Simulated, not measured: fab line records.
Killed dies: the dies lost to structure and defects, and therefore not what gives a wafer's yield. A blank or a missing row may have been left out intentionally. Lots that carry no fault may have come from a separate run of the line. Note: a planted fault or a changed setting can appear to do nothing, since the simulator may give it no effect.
Matching of chambers    flow n5 finfet    N5_SDB_STRIP_21 on rie diel-02: 4 sister chambers
The step strips in CF4. 20 wafers are shown with their chamber, then 10 later ones without.

== WAFERS, EACH WITH ITS CHAMBER ==
wafer   chamber  showerhead plenum p Torr (Torr)  oes product au (a.u.)  throttle valve pct (%)
L074.1  2        1.86                             0.76                   13.50
L074.2  0        1.79                             0.76                   13.35
L074.3  3        1.78                             0.70                   13.64
L074.4  1        1.90                             0.84                   13.27
L074.5  0        1.79                             0.76                   13.36
L074.6  1        1.90                             0.84                   13.30
L077.1  1        1.90                             0.84                   13.29
L077.2  0        1.79                             0.77                   13.35
L077.3  2        1.86                             0.75                   13.51
L077.4  3        1.78                             0.69                   13.64
L077.5  2        1.86                             0.75                   13.51
L077.6  1        1.90                             0.83                   13.30
L078.1  0        1.79                             0.76                   13.34
L078.4  1        1.90                             0.83                   13.29
L078.5  3        1.77                             0.69                   13.66
L079.1  3        1.77                             0.69                   13.67
L079.4  0        1.79                             0.76                   13.37
L079.6  2        1.86                             0.75                   13.52
L081.1  0        1.79                             0.76                   13.37
L081.2  2        1.86                             0.75                   13.54

SIGNATURES (means of the wafers above)
reading                   chamber 0  chamber 1  chamber 2  chamber 3  scatter within a chamber
showerhead plenum p Torr  1.7900     1.9000     1.8600     1.7750     0.0025
oes product au            0.7617     0.8360     0.7520     0.6925     0.00473
throttle valve pct        13.3567    13.2900    13.5160    13.6525    0.0135
Rule: a wafer's distance from a chamber is the root of the sum, over the readings, of the square of ((its reading less the chamber's mean) divided by the reading's scatter). The wafer belongs to the nearest chamber; if the next one is less than 2 further off, it can't be placed. The scatter: the root of (the sum of the squares of (reading less its chamber's mean) over the shown wafers, divided by (wafers less chambers)).

== WAFERS WITHOUT THEIR CHAMBER ==
wafer   showerhead plenum p Torr (Torr)  oes product au (a.u.)  throttle valve pct (%)
L081.3  1.77                             0.69                   13.68
L081.4  1.90                             0.83                   13.32
L081.5  1.77                             0.70                   13.67
L081.6  1.86                             0.75                   13.52
L083.4  1.77                             0.69                   13.68
L083.5  1.90                             0.82                   13.31
L083.6  1.86                             0.74                   13.52
L095.2  1.85                             0.72                   13.59
L095.3  1.76                             0.66                   13.75
L095.4  1.78                             0.73                   13.46

== CHAMBER TAKEN BY EACH ==
wafer   from the rows above  in truth
L081.3  3                    3
L081.4  1                    1
L081.5  3                    3
L081.6  2                    2
L083.4  3                    3
L083.5  1                    1
L083.6  2                    2
L095.2  2                    2
L095.3  3                    3
L095.4  0                    0
Correct placement for 10 of the 10. Left unplaced by these rows: 0. Number placed wrongly: 0.
